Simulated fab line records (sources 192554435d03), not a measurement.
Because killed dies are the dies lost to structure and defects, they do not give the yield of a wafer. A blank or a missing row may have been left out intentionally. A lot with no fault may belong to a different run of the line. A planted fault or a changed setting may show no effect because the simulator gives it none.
fab line records	flow n5-finfet
record lots=9	wafers=24	last-day=17
route steps=1938 shown MOL_CONTACT_COAG@610 BEOL_M0_SAQP@632 BEOL_M4@1111
lots untouched by any fault: they come from a run of this same line in which no faults occurred
start-h: the number of hours between the record's first day and the start of the first shown wafer of the lot	wait-h: hours elapsed since this lot's preceding step	" the same as in the row above	L1.1+2: a single row standing in for several wafers	- value missing, or start not given	* or withheld: withheld	< > ~ a bound
route shown NAME@n: a module of which the file shows steps, and the number in the route of the first	usual: mean/standard deviation of fault-free wafers	same: alike in all rows	chamber/n: place in a boat	sites: each site's reading	_std_site: the standard deviation of these	_edge_site: outer sites' mean less inner sites'	radius-mm: for every site, how far away it sits from the centre of the wafer	mask NAME#n: copy n	behind: the last tool/chamber to shape the wafer	hold: why the lot was held/for how many hours/how that ended	device: whichever transistor did not switch (one of n, p or np)	end of line: the route-end tests of the same wafers	step lacking rows: just its recipe	killed: not the wafer's yield, but the dies lost to structure and defects at the first sort	map: a wafer's dies, x killed, . not, _ none there
set.NAME: the setting that was run; set.NAME@STEP: the one run at that earlier step	model.NAME: the simulator's own value behind a step, which no gauge read
the route's steps for a sample of lots (tables are steps, rows are wafers)
services: from which hour (start-h, from the record's first day; less than 0 if before it) a tool's chamber was out of use, for how many hours, and why
## steps
# step N5_MOL_CONTACT_COAG_ETCH_67
# recipe chemistry=N2/H2	target=SOC	target-depth-a=600	overetch-a=210	mask-material=SiARC	temp-c=40	time-s=101.2	ion-energy-ev=200	pressure-mtorr=30	source-w=840	bias-w=150	n2-flow-sccm=200	h2-flow-sccm=200
# usual drypump-motor-current-A=5.7/0.53	n2-flow-sccm=200.0/0.61	oes-product-au=0.65/0.061	rf-vpp-V=525.3/2.2	showerhead-plenum-p-Torr=2.59/0.079	throttle-valve-pct=17.84/0.23
lot.wafer	tool	chamber	start-h	wait-h	drypump-motor-current-A	n2-flow-sccm	oes-product-au	rf-hours-counter-h	rf-vpp-V	showerhead-plenum-p-Torr	throttle-valve-pct
L111.1	rie-diel-06	2	100.69	0.0	6.6	200.2	0.61	203	526.5	2.62	17.80
L111.2	"	0	"	"	4.9	201.1	0.74	21	522.4	2.50	17.72
L111.3	"	3	"	"	5.8	199.3	0.63	135	525.2	2.55	17.97
L112.1	rie-diel-05	3	106.15	0.0	5.7	199.6	0.74	22	527.6	2.70	17.41
L112.3	"	1	"	"	5.7	200.7	0.69	70	526.8	2.68	17.92
L112.5	"	0	"	"	6.6	200.4	0.58	-	523.6	2.51	17.86
L116.1	rie-diel-06	0	133.64	0.0	4.9	199.9	0.72	33	522.9	2.49	17.72
L116.3	"	3	"	"	5.8	200.5	0.62	148	523.1	2.55	17.99
L116.5	"	0	"	"	4.9	200.1	0.73	-	522.8	2.49	17.73
L124.2	rie-diel-06	1	182.61	0.0	5.2	199.6	0.64	151	524.0	2.53	17.56
L124.3	"	2	"	"	6.6	199.3	0.59	228	527.9	2.60	17.87
L126.2	rie-diel-01	0	195.68	0.0	5.1	200.4	0.70	67	521.2	2.45	17.66
L126.3	"	3	"	"	5.3	200.5	0.59	211	524.8	2.61	18.18
L127.2	rie-diel-05	3	200.42	0.0	5.7	200.1	0.70	56	527.6	2.68	17.48
L127.6	"	0	"	"	6.6	200.4	0.56	-	522.2	2.50	17.90
L128.1	rie-diel-06	0	202.07	0.0	4.9	200.3	0.70	54	522.4	2.48	17.75
L128.3	"	2	"	"	6.6	201.0	0.58	235	525.8	2.60	17.88
L128.6	"	3	"	"	5.8	199.1	0.61	-	524.4	2.54	18.04
L130.3	rie-diel-05	3	216.34	0.0	5.7	199.3	0.70	62	527.2	2.68	17.48
L130.5	"	1	"	"	5.8	201.0	0.65	-	527.6	2.67	18.00
L130.6	"	2	"	"	5.1	200.4	0.57	-	525.7	2.62	18.12
L134.1	rie-diel-05	2	241.65	0.0	5.1	201.2	0.57	243	526.4	2.62	18.14
L134.2	"	3	"	"	5.7	200.6	0.68	74	527.3	2.68	17.52
L134.6	"	3	"	"	5.7	199.1	0.69	-	525.9	2.68	17.51
# step N5_BEOL_M0_SAQP_PECVD_00
# recipe material=SiCN	target-thk-a=80	temp-c=withheld	precursor=3MS/NH3	pressure-torr=3	rf-w=202	time-s=14
# usual showerhead-plenum-p-Torr=3.674/0.013	throttle-valve-pct=9.2/0.46
lot.wafer	tool	chamber	start-h	wait-h	showerhead-plenum-p-Torr	throttle-valve-pct
L111.1	pecvd-02	2	105.31	0.2	3.672	8.7
L111.2	"	0	"	"	3.682	8.9
L111.3	"	1	"	"	3.676	9.6
L112.1	pecvd-02	0	110.76	0.2	3.677	9.1
L112.3	"	1	"	"	3.667	9.6
L112.5	"	2	"	"	3.671	8.5
L116.1	pecvd-02	0	138.24	0.2	3.677	9.0
L116.3	"	2	"	"	3.665	8.6
L116.5	"	1	"	"	3.675	9.7
L124.2	pecvd-03	0	187.21	0.2	3.698	9.4
L124.3	"	1	"	"	3.695	9.6
L126.2	pecvd-01	0	200.28	0.2	3.657	9.6
L126.3	"	0	"	"	3.646	9.7
L127.2	pecvd-02	2	205.02	0.2	3.666	9.0
L127.6	"	0	"	"	3.674	8.9
L128.1	pecvd-02	0	208.04	0.2	3.671	8.8
L128.3	"	1	"	"	3.674	10.0
L128.6	"	0	"	"	3.674	8.9
L130.3	pecvd-03	1	220.98	0.1	3.689	9.8
L130.5	"	0	"	"	3.694	9.2
L130.6	"	1	"	"	3.698	9.8
L134.1	pecvd-02	2	246.27	0.2	3.660	9.1
L134.2	"	0	"	"	3.671	9.1
L134.6	"	2	"	"	3.660	8.8
# step N5_BEOL_M0_SAQP_PECVD_04
# recipe material=a-Si	target-thk-a=600	temp-c=350	precursor=SiH4/He	pressure-torr=3	rf-w=100	time-s=60.2
# usual heater-power-w=618/96	showerhead-plenum-p-Torr=5.70/0.049	throttle-valve-pct=18.4/0.9
lot.wafer	tool	chamber	start-h	wait-h	heater-power-w	showerhead-plenum-p-Torr	throttle-valve-pct
L111.1	pecvd-03	1	106.58	0.0	626	5.77	19.2
L111.2	"	2	"	"	612	5.64	18.0
L111.3	"	0	"	"	642	5.78	18.6
L112.1	pecvd-02	1	111.53	0.0	545	5.69	19.3
L112.3	"	0	"	"	856	5.72	18.1
L112.5	"	1	"	"	568	5.69	19.4
L116.1	pecvd-02	0	138.93	0.0	750	5.71	17.9
L116.3	"	1	"	"	516	5.68	19.5
L116.5	"	1	"	"	545	5.68	19.4
L124.2	pecvd-02	1	188.59	0.0	504	5.68	19.6
L124.3	"	1	"	"	497	5.69	19.3
L126.2	pecvd-02	2	201.04	0.0	544	5.66	17.8
L126.3	"	0	"	"	753	5.71	17.9
L127.2	pecvd-02	1	206.90	0.0	562	5.69	19.7
L127.6	"	0	"	"	818	5.72	17.9
L128.1	pecvd-03	1	210.54	0.0	625	5.76	19.3
L128.3	"	0	"	"	712	5.79	18.8
L128.6	"	1	"	"	620	5.77	19.4
L130.3	pecvd-03	1	223.30	0.1	608	5.76	19.6
L130.5	"	1	"	"	581	5.77	19.4
L130.6	"	1	"	"	592	5.79	19.5
L134.1	pecvd-03	2	247.69	0.0	606	5.65	16.5
L134.2	"	1	"	"	631	5.75	19.2
L134.6	"	0	"	"	672	5.78	18.6
# step N5_BEOL_M0_SAQP_THK_MEAS_05
# usual thk-nm=60.1/0.75
lot.wafer	tool	chamber	start-h	wait-h	thk-nm
L111.1	film-metro-01	-	106.67	0.1	58.7
L111.2	"	-	"	"	59.9
L111.3	"	-	"	"	59.3
L112.1	film-metro-01	-	111.62	0.1	59.8
L112.3	"	-	"	"	61.1
L112.5	"	-	"	"	61.1
L116.1	film-metro-02	-	139.02	0.1	60.2
L116.3	"	-	"	"	59.9
L116.5	"	-	"	"	60.6
L124.2	film-metro-02	-	188.71	0.1	41.9
L124.3	"	-	"	"	59.9
L126.2	film-metro-01	-	201.13	0.1	43.4
L126.3	"	-	"	"	59.4
L127.2	film-metro-02	-	206.99	0.1	43.4
L127.6	"	-	"	"	60.4
L128.1	film-metro-01	-	210.66	0.1	59.0
L128.3	"	-	"	"	60.1
L128.6	"	-	"	"	59.6
L130.3	film-metro-02	-	223.46	0.1	59.8
L130.5	"	-	"	"	59.9
L130.6	"	-	"	"	59.4
L134.1	film-metro-01	-	247.80	0.1	58.8
L134.2	"	-	"	"	59.7
L134.6	"	-	"	"	60.0
# step N5_BEOL_M0_SAQP_HM_DEP_111
# recipe material=SiO2	target-thk-a=120	temp-c=400	precursor=SiH4/N2O	pressure-torr=0.75	rf-w=275	time-s=7.2
# usual heater-power-w=763/110	showerhead-plenum-p-Torr=8.25/0.15
lot.wafer	tool	chamber	start-h	wait-h	heater-power-w	showerhead-plenum-p-Torr
L111.1	pecvd-01	0	106.71	0.0	674	8.07
L111.2	"	1	"	"	805	8.33
L111.3	"	2	"	"	636	8.09
L112.1	pecvd-03	0	111.66	0.0	769	8.44
L112.3	"	1	"	"	808	8.43
L112.5	"	1	"	"	813	8.43
L116.1	pecvd-02	2	139.06	0.0	638	8.12
L116.3	"	0	"	"	1088	8.28
L116.5	"	2	"	"	649	8.11
L124.2	pecvd-03	2	188.75	0.0	702	8.09
L124.3	"	1	"	"	792	8.42
L126.2	pecvd-03	2	201.17	0.0	753	8.11
L126.3	"	0	"	"	845	8.44
L127.2	pecvd-01	1	207.03	0.0	760	8.34
L127.6	"	2	"	"	713	8.09
L128.1	pecvd-02	2	210.70	0.0	684	8.11
L128.3	"	1	"	"	656	8.20
L128.6	"	0	"	"	953	8.28
L130.3	pecvd-02	0	223.50	0.0	1071	8.26
L130.5	"	1	"	"	676	8.20
L130.6	"	2	"	"	737	8.13
L134.1	pecvd-01	2	247.84	0.0	723	8.08
L134.2	"	1	"	"	739	8.32
L134.6	"	1	"	"	745	8.31
# step N5_BEOL_M0_SAQP_MANDREL_ETCH_20
# recipe target-depth-a=600	chemistry=HBr/Cl2	target=a-Si	stop-on=SiNx	bt-time-s=10	mask-material=SOC	over-etch-frac=0.5	time-s=30	pressure-mtorr=10	icp-w=800	bias-w=75	HBr_flow_sccm=150	Cl2_flow_sccm=80	ends=end-point
# usual drypump-motor-current-A=5.6/0.5	oes-product-au=0.774/0.01	throttle-valve-pct=35.4/0.34
lot.wafer	tool	chamber	start-h	wait-h	drypump-motor-current-A	oes-product-au	rf-hours-counter-h	throttle-valve-pct
L111.1	rie-si-04	3	107.55	0.0	4.9	0.751	53	35.8
L111.2	"	0	"	"	5.6	0.767	124	35.5
L111.3	"	2	"	"	5.8	0.776	2	35.6
L112.1	rie-si-04	2	112.47	0.0	5.8	0.773	2	35.5
L112.3	"	1	"	"	5.1	0.788	192	35.2
L112.5	"	1	"	"	5.1	0.795	-	35.2
L116.1	rie-si-04	1	139.87	0.0	5.1	0.780	193	35.2
L116.3	"	0	"	"	5.6	0.763	125	35.6
L116.5	"	1	"	"	5.1	0.778	-	35.1
L124.2	rie-si-04	2	189.62	0.0	5.8	0.648	4	35.8
L124.3	"	3	"	"	4.9	0.758	55	35.8
L126.2	rie-si-04	0	202.08	0.0	5.6	0.647	126	35.8
L126.3	"	2	"	"	5.8	0.777	4	35.6
L127.2	rie-si-06	1	207.71	0.0	6.7	0.645	25	35.8
L127.6	"	2	"	"	6.2	0.771	-	35.3
L128.1	rie-si-04	2	211.38	0.0	5.8	0.777	4	35.6
L128.3	"	3	"	"	4.9	0.771	55	35.8
L128.6	"	2	"	"	5.8	0.779	-	35.6
L130.3	rie-si-04	1	224.31	0.0	5.1	0.782	1	34.7
L130.5	"	2	"	"	5.8	0.784	-	35.6
L130.6	"	1	"	"	5.1	0.789	-	34.7
L134.1	rie-si-06	3	248.54	0.0	4.9	0.756	166	35.6
L134.2	"	2	"	"	6.2	0.774	13	35.3
L134.6	"	3	"	"	4.9	0.769	-	35.6
# step N5_BEOL_M4_RC_MEAS_101
# usual DIBL_N=35.8/1.6	DIBL_P=36.0/2.1	IOFF_N=0.153/0.026	IOFF_P=0.21/0.037	ION_N=673/11	ION_P=462/7.6	SS_N=71.4/0.53	SS_P=73.2/0.67	VT_N=250/3.2	VT_P=-250/3.7
lot.wafer	tool	chamber	start-h	wait-h	DIBL_N[mV/V]	DIBL_P[mV/V]	IOFF_N[nA/um]	IOFF_P[nA/um]	ION_N[uA/um]	ION_P[uA/um]	SS_N[mV/dec]	SS_P[mV/dec]	VT_N[mV]	VT_P[mV]
L111.1	prober-02	0	169.42	0.0	37.3	39.2	0.188	0.26	684	476	70.9	74.0	245	-248
L111.2	"	0	"	"	33.5	33.7	0.117	0.17	662	463	71.1	72.5	256	-251
L111.3	"	0	"	"	37.9	38.8	0.207	0.27	700	476	71.1	74.2	243	-245
L112.1	prober-02	0	177.41	0.0	35.3	36.1	0.139	0.18	670	453	71.1	73.2	252	-255
L112.3	"	0	"	"	37.4	37.9	0.165	0.20	675	460	71.7	73.4	250	-250
L112.5	"	0	"	"	35.5	35.7	0.137	0.18	673	456	71.6	72.4	253	-252
L116.1	prober-02	0	198.55	0.0	34.5	35.5	0.142	0.20	675	468	71.3	72.8	251	-250
L116.3	"	0	"	"	33.6	34.5	0.126	0.17	665	452	71.1	72.9	250	-254
L116.5	"	0	"	"	33.7	34.1	0.124	0.17	670	447	71.2	72.5	252	-252
L124.2	prober-01	0	251.81	0.2	34.2	35.2	0.139	0.20	672	467	71.2	72.5	252	-251
L124.3	"	0	"	"	34.2	34.9	0.136	0.21	676	472	71.8	72.8	253	-248
L126.2	prober-01	0	268.78	0.2	36.1	37.6	0.159	0.25	666	470	71.6	73.5	251	-246
L126.3	"	0	"	"	36.9	37.6	0.176	0.23	691	473	72.4	73.8	251	-249
L127.2	prober-02	0	269.44	0.2	37.0	35.1	0.148	0.20	672	463	71.8	72.9	253	-249
L127.6	"	0	"	"	36.3	34.5	0.134	0.19	669	459	71.4	73.2	251	-249
L128.1	prober-01	0	275.89	0.0	35.1	36.0	0.145	0.19	665	459	70.7	73.7	251	-252
L128.3	"	0	"	"	35.1	35.8	0.148	0.19	671	458	71.4	72.8	249	-250
L128.6	"	0	"	"	37.1	38.2	0.178	0.22	678	460	72.4	74.1	249	-252
L130.3	prober-01	0	289.61	0.3	36.5	36.6	0.159	0.20	669	459	71.4	73.7	253	-251
L130.5	"	0	"	"	37.5	37.0	0.174	0.21	680	464	72.2	73.4	250	-249
L130.6	"	0	"	"	34.7	35.0	0.136	0.18	661	460	70.6	72.9	253	-254
L134.1	prober-01	0	306.13	0.0	38.3	36.3	0.182	0.21	675	454	71.5	73.9	248	-251
L134.2	"	0	"	"	34.6	32.5	0.124	0.17	668	456	71.3	72.6	254	-253
L134.6	"	0	"	"	35.0	33.8	0.136	0.18	665	461	71.1	73.1	249	-253
## services
tool	chamber	start-h	hours	kind
rie-diel-05	2	80.74	5.5	repair
pecvd-01	-	87.76	6.9	repair
rie-diel-05	0	110.92	6.6	repair
rie-diel-06	1	116.06	7.0	repair
rie-si-06	-	117.12	2.8	pm
rie-si-04	3	136.60	6.8	repair
pecvd-02	-	139.84	0.3	repair
rie-si-06	-	152.44	0.1	repair
pecvd-02	2	164.86	29.8	repair
pecvd-02	-	165.15	0.4	repair
rie-si-04	-	165.98	2.8	pm
rie-si-06	3	174.94	22.7	repair
pecvd-02	1	189.86	2.9	repair
pecvd-01	2	194.03	10.1	repair
rie-diel-01	1	194.65	3.8	repair
pecvd-01	-	196.98	0.2	repair
pecvd-03	2	202.38	-	clean
pecvd-03	2	202.38	-	consumable-replace:showerhead
pecvd-03	2	202.38	29.0	scheduled-down
pecvd-03	2	202.38	29.0	vent-cycle
rie-diel-05	1	208.51	1.2	repair
pecvd-03	0	222.11	2.1	scheduled-down
rie-diel-06	-	229.49	2.8	pm
pecvd-01	2	247.92	5.4	repair
## key
first-sign step=N5_BEOL_M0_SAQP_THK_MEAS_05	reading=thk-nm	direction=down	sigmas=23	usual=*	struck=*
effect step=N5_BEOL_M0_SAQP_MANDREL_ETCH_20	reading=oes-product-au	direction=down	sigmas=12	usual=0.774	struck=0.647
met-at N5_BEOL_M0_SAQP_PECVD_04
struck-lots L124,L126,L127
struck-wafers L124.2,L126.2,L127.2
not-acting-at N5_MOL_CONTACT_COAG_ETCH_67,N5_BEOL_M0_SAQP_PECVD_00,N5_BEOL_M0_SAQP_HM_DEP_111
onset-between 138.93 188.59
fault kind=process-parameter-drift	tool=pecvd-02	chamber=-	onset-h=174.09	steps=N5_BEOL_M0_SAQP_PECVD_04	channel=time-s	offset=*	shape=step	end-h=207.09	scope=struck-wafers-only	acts-in=*	stated=*
